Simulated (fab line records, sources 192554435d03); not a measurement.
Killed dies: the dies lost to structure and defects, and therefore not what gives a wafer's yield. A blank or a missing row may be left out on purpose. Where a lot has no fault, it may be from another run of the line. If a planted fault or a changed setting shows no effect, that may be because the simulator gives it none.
Matching of chambers || flow n5 finfet || rie diel-04 running N5_BEOL_M2_STRIP_19: 4 sister chambers
The step strips in O2. 4 wafers are shown with their chamber, then 11 later ones without.

## WAFERS WITH THEIR CHAMBER
{"wafer": "L085.4", "chamber": 1, "drypump motor current A (A)": 4.7}
{"wafer": "L089.1", "chamber": 0, "drypump motor current A (A)": 5.5}
{"wafer": "L090.5", "chamber": 3, "drypump motor current A (A)": 5.4}
{"wafer": "L093.1", "chamber": 2, "drypump motor current A (A)": 5.6}

## WAFERS WITHOUT THEIR CHAMBER
{"wafer": "L093.4", "drypump motor current A (A)": 5.5}
{"wafer": "L093.6", "drypump motor current A (A)": 5.4}
{"wafer": "L092.1", "drypump motor current A (A)": 5.4}
{"wafer": "L092.3", "drypump motor current A (A)": 5.5}
{"wafer": "L092.6", "drypump motor current A (A)": 5.4}
{"wafer": "L094.1", "drypump motor current A (A)": 5.5}
{"wafer": "L094.2", "drypump motor current A (A)": 5.4}
{"wafer": "L094.3", "drypump motor current A (A)": 5.6}
{"wafer": "L096.1", "drypump motor current A (A)": 5.6}
{"wafer": "L096.3", "drypump motor current A (A)": 4.8}
{"wafer": "L096.5", "drypump motor current A (A)": 5.6}

## WHICH CHAMBER EACH ONE RAN IN
{"wafer": "L093.4", "from the rows above": 0, "in truth": 0}
{"wafer": "L093.6", "from the rows above": 3, "in truth": 3}
{"wafer": "L092.1", "from the rows above": 3, "in truth": 3}
{"wafer": "L092.3", "from the rows above": 0, "in truth": 0}
{"wafer": "L092.6", "from the rows above": 3, "in truth": 3}
{"wafer": "L094.1", "from the rows above": 0, "in truth": 0}
{"wafer": "L094.2", "from the rows above": 3, "in truth": 3}
{"wafer": "L094.3", "from the rows above": 2, "in truth": 2}
{"wafer": "L096.1", "from the rows above": 2, "in truth": 2}
{"wafer": "L096.3", "from the rows above": 1, "in truth": 1}
{"wafer": "L096.5", "from the rows above": 2, "in truth": 2}
Placed correctly: 11 of 11. From these rows, 0 cannot be placed. Number placed wrongly: 0.
How it was worked out, from the rows above alone: a wafer's distance from a chamber is the root of the sum, over the readings, of the square of ((its reading less the chamber's mean) divided by the reading's scatter). The wafer belongs to the nearest chamber; if the next one is less than 2 further off, it can't be placed. The mean given for a chamber averages the wafers shown for that chamber. The scatter (one wafer shown for each chamber): square how far every hidden wafer sits from the nearest shown wafer, average those squares and take the square root.
